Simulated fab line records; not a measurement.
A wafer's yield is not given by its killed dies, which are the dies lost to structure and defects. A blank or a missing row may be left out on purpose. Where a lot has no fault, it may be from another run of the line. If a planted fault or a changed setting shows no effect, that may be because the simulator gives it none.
Split-lot experiment / flow n5 finfet / 21 wafers read across 7 lots, on a route 1938 steps long

## SPLIT DETAILS
At N5_GATE_CUT_COAT_27 (time 60 s, resist thk 10 nm), the setting spin rpm was moved away from the recipe's 1500 rpm on 4 of the 21 wafers read, by -5.7% to +11.2%. For the rest of the wafers, this setting stayed at what the recipe calls for.

## FROM THE SPLIT TO THE READING: what the file shows between them, 3 steps
- N5_GATE_CUT_COAT_07: resist thk 30 nm
- N5_GATE_CUT_EBR_09
- N5_GATE_CUT_DESCUM_18: chemistry O2, time 7 s

## THE READING
etch.depth nm (the simulator's own value, which no gauge read), in nm, at N5_GATE_CUT_ETCH_28 (etches underlayer in N2/H2, target depth 13 nm, time 10.4 s). No usual value for it is given in the file. The 17 wafers here that ran the recipe average 10.000 nm, standard deviation 0.032 nm.

wafer=L074.3; tool, chamber at the split=litho track-03, 0; spin rpm as run, rpm=1500; against the recipe=recipe; etch.depth nm, nm=9.962; against lot-mates on the recipe=-
wafer=L074.4; tool, chamber at the split=litho track-03, 0; spin rpm as run, rpm=1500; against the recipe=recipe; etch.depth nm, nm=9.945; against lot-mates on the recipe=-
wafer=L074.6; tool, chamber at the split=litho track-03, 0; spin rpm as run, rpm=1500; against the recipe=recipe; etch.depth nm, nm=9.934; against lot-mates on the recipe=-
wafer=L076.3; tool, chamber at the split=litho track-03, 0; spin rpm as run, rpm=1500; against the recipe=recipe; etch.depth nm, nm=10; against lot-mates on the recipe=-
wafer=L076.4; tool, chamber at the split=litho track-03, 0; spin rpm as run, rpm=1500; against the recipe=recipe; etch.depth nm, nm=9.99; against lot-mates on the recipe=-
wafer=L076.6; tool, chamber at the split=litho track-03, 0; spin rpm as run, rpm=1569; against the recipe=+4.6%; etch.depth nm, nm=9.778; against lot-mates on the recipe=-0.217
wafer=L081.2; tool, chamber at the split=litho track-03, 0; spin rpm as run, rpm=1500; against the recipe=recipe; etch.depth nm, nm=10.03; against lot-mates on the recipe=-
wafer=L081.3; tool, chamber at the split=litho track-03, 0; spin rpm as run, rpm=1500; against the recipe=recipe; etch.depth nm, nm=9.998; against lot-mates on the recipe=-
wafer=L081.4; tool, chamber at the split=litho track-03, 0; spin rpm as run, rpm=1500; against the recipe=recipe; etch.depth nm, nm=10.03; against lot-mates on the recipe=-
wafer=L084.3; tool, chamber at the split=litho track-05, 0; spin rpm as run, rpm=1668; against the recipe=+11.2%; etch.depth nm, nm=9.473; against lot-mates on the recipe=-0.511
wafer=L084.4; tool, chamber at the split=litho track-05, 0; spin rpm as run, rpm=1500; against the recipe=recipe; etch.depth nm, nm=9.977; against lot-mates on the recipe=-
wafer=L084.5; tool, chamber at the split=litho track-05, 0; spin rpm as run, rpm=1500; against the recipe=recipe; etch.depth nm, nm=9.992; against lot-mates on the recipe=-
wafer=L094.4; tool, chamber at the split=litho track-01, 0; spin rpm as run, rpm=1500; against the recipe=recipe; etch.depth nm, nm=9.997; against lot-mates on the recipe=-
wafer=L094.5; tool, chamber at the split=litho track-01, 0; spin rpm as run, rpm=1500; against the recipe=recipe; etch.depth nm, nm=10.03; against lot-mates on the recipe=-
wafer=L094.6; tool, chamber at the split=litho track-01, 0; spin rpm as run, rpm=1500; against the recipe=recipe; etch.depth nm, nm=10.02; against lot-mates on the recipe=-
wafer=L095.1; tool, chamber at the split=litho track-01, 0; spin rpm as run, rpm=1500; against the recipe=recipe; etch.depth nm, nm=10.01; against lot-mates on the recipe=-
wafer=L095.4; tool, chamber at the split=litho track-01, 0; spin rpm as run, rpm=1500; against the recipe=recipe; etch.depth nm, nm=10.06; against lot-mates on the recipe=-
wafer=L095.5; tool, chamber at the split=litho track-01, 0; spin rpm as run, rpm=1500; against the recipe=recipe; etch.depth nm, nm=10.03; against lot-mates on the recipe=-
wafer=L096.4; tool, chamber at the split=litho track-05, 0; spin rpm as run, rpm=1415; against the recipe=-5.7%; etch.depth nm, nm=10.29; against lot-mates on the recipe=+0.298
wafer=L096.5; tool, chamber at the split=litho track-05, 0; spin rpm as run, rpm=1415; against the recipe=-5.7%; etch.depth nm, nm=10.27; against lot-mates on the recipe=+0.278
wafer=L096.6; tool, chamber at the split=litho track-05, 0; spin rpm as run, rpm=1500; against the recipe=recipe; etch.depth nm, nm=9.992; against lot-mates on the recipe=-

FIT RESULTS
A straight line over all 21 wafers: etch.depth nm changes by -0.0479 nm for each +1% of spin rpm; r = -0.98; the points scatter about the line by 0.031 nm.
The same after taking each lot's own level away (the mean of its wafers on the recipe; 21 wafers): -0.0475 nm for each +1%; r = -1.00; scatter 0.015 nm.
The reading moves by 0.53 nm for the largest change in spin rpm, on that fit.
Measured against the standard deviation above, the lots' own levels, which go from 9.9470 to 10.0333 nm, span 2.7 times it.
Consequently the slope shifts little with the lot-to-lot level, the two slopes agreeing.
Check: with one of the wafers moved furthest among these (+11.2%) left out of the fit, the line predicts -0.557 nm for it against its lot-mates. Against them it came out at -0.511 nm.

## OTHER SPLITS ON THESE WAFERS
Other splits were also applied to these wafers ahead of the reading. Each is held against what the fit with the lots' levels taken away leaves over:
other split on the same wafers=N5_SD_ACTIVATION_LSA_01 temp c; wafers away from the commonest value=4; r with etch.depth nm (lot level and that fit taken away)=+0.02
other split on the same wafers=N5_ILD0_CMP_03 down force psi; wafers away from the commonest value=7; r with etch.depth nm (lot level and that fit taken away)=-0.21
other split on the same wafers=N5_HKMG_FIN_HK_ALD_01 ald cycles; wafers away from the commonest value=6; r with etch.depth nm (lot level and that fit taken away)=-0.20
other split on the same wafers=N5_HKMG_FIN_COAT_43 spin rpm; wafers away from the commonest value=8; r with etch.depth nm (lot level and that fit taken away)=-0.05

## THE WHOLE CHAIN: every reading that the file lists as answering this split, in the file's order
step=N5_GATE_CUT_ETCH_28; what it does=etches underlayer in N2/H2, target depth 13 nm, time 10.4 s; reading=etch rf on time s; change (the file's fit)=withheld for each +1% of the setting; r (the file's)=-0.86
step=N5_GATE_CUT_ETCH_28; what it does=etches underlayer in N2/H2, target depth 13 nm, time 10.4 s; reading=etch.depth nm (the simulator's own value, which no gauge read); change (the file's fit)=-0.0467 nm for each +1% of the setting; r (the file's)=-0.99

## THE FILE'S OWN FIT
etch.depth nm changes by -0.0467 nm for each +1% of spin rpm, r = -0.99.
